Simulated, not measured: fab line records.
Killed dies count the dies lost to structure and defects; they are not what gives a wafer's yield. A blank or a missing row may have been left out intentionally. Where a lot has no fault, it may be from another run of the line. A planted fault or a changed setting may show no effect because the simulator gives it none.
Split-lot study    flow n5_finfet    39 wafers read across 7 lots, on a route 1938 steps long

THE SPLIT ITSELF
At N5_MOL_CONTACT_COAG_ETCH_110 (etches Si in CF4/O2, target depth 2.5 nm, time 8 s), the setting bias_w was moved away from the recipe's 12 W on 12 of the 39 wafers read, by -18.3% to +11.3%. The other wafers ran this setting at the recipe's value.

Reading taken at the split's own step.

THE READING
rf_vpp_V, in V, at N5_MOL_CONTACT_COAG_ETCH_110 (etches Si in CF4/O2, target depth 2.5 nm, time 8 s). Typical for fault-free wafers on this fab line: 129.3 V, with standard deviation 2.8 V.

wafer   tool, chamber at the split  bias_w as run, W  against the recipe  rf_vpp_V, V  against lot-mates on the recipe
L076.1  rie_diel-05, 3              12                recipe              131.6        -
L076.2  rie_diel-05, 1              12                recipe              131.7        -
L076.3  rie_diel-05, 0              9.803             -18.3%              106.3        -23.5
L076.4  rie_diel-05, 2              9.803             -18.3%              108.9        -20.9
L076.5  rie_diel-05, 0              12                recipe              126.0        -
L076.6  rie_diel-05, 3              9.803             -18.3%              110.2        -19.6
L077.1  rie_diel-05, 3              10.9              -9.2%               122.2        -9.3
L077.2  rie_diel-05, 0              10.9              -9.2%               116.4        -15.1
L077.3  rie_diel-05, 1              12                recipe              132.1        -
L077.4  rie_diel-05, 2              12                recipe              129.0        -
L077.5  rie_diel-05, 0              10.9              -9.2%               115.9        -15.6
L077.6  rie_diel-05, 1              12                recipe              133.3        -
L078.1  rie_diel-02, 2              12                recipe              124.6        -
L078.2  rie_diel-02, 0              12                recipe              131.9        -
L078.3  rie_diel-02, 3              12                recipe              127.3        -
L078.4  rie_diel-02, 1              12                recipe              129.0        -
L078.5  rie_diel-02, 2              12                recipe              125.5        -
L078.6  rie_diel-02, 3              12                recipe              126.9        -
L080.2  rie_diel-02, 3              12                recipe              126.4        -
L080.5  rie_diel-02, 2              12                recipe              125.1        -
L080.6  rie_diel-02, 1              12                recipe              129.4        -
L081.1  rie_diel-01, 3              12                recipe              127.6        -
L081.2  rie_diel-01, 1              12                recipe              131.7        -
L081.3  rie_diel-01, 0              12                recipe              131.9        -
L081.4  rie_diel-01, 2              12                recipe              131.7        -
L081.5  rie_diel-01, 3              12                recipe              126.2        -
L081.6  rie_diel-01, 2              12                recipe              129.7        -
L090.1  rie_diel-05, 3              12                recipe              130.0        -
L090.2  rie_diel-05, 0              12                recipe              124.5        -
L090.3  rie_diel-05, 1              12.7              +5.8%               139.8        +13.5
L090.4  rie_diel-05, 0              12                recipe              124.3        -
L090.5  rie_diel-05, 3              12.7              +5.8%               137.7        +11.4
L090.6  rie_diel-05, 1              12.7              +5.8%               140.6        +14.3
L096.1  rie_diel-01, 1              13.35             +11.3%              144.0        +14.3
L096.2  rie_diel-01, 0              13.35             +11.3%              144.7        +15.0
L096.3  rie_diel-01, 2              12                recipe              131.9        -
L096.4  rie_diel-01, 3              12                recipe              125.9        -
L096.5  rie_diel-01, 1              12                recipe              131.3        -
L096.6  rie_diel-01, 0              13.35             +11.3%              145.2        +15.5

THE FIT
A straight line over all 39 wafers: rf_vpp_V changes by +1.23 V for each +1% of bias_w; r = +0.95; the points scatter about the line by 2.9 V.
The same after taking each lot's own level away (the mean of its wafers on the recipe; 39 wafers): +1.31 V for each +1%; r = +0.95; scatter 2.8 V.
On that fit, the largest move of bias_w shifts the reading by 24 V.
The span of the lots' own levels, 126.27 to 131.47 V, comes to 1.9 times the standard deviation stated above.
The two slopes are in agreement: the lot-to-lot level therefore moves the slope only a little.
Check: for one of the wafers moved furthest among these (-18.3%), held out of the fit, the line's prediction against its lot-mates is -23.5 V. It came out at -23.5 V against them.
Tool readings at the split's step, against how far the setting was moved: rf_vpp_V r = +0.95.

THESE WAFERS: OTHER SPLITS
Other splits were also applied to these wafers ahead of the reading. Each is held against what the fit with the lots' levels taken away leaves over:
other split on the same wafers   wafers away from the commonest value  r with rf_vpp_V (lot level and that fit taken away)
N5_DUMMY_GATE_EXPOSE_12 dose_mj  9                                     +0.32
N5_SD_EPI_P_EPI_21 time_s        15                                    -0.42
N5_GATE_CUT_ETCH_58 source_w     6                                     -0.20

THE FILE'S OWN FIT
rf_vpp_V changes by +1.31 V for each +1% of bias_w, r = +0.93.
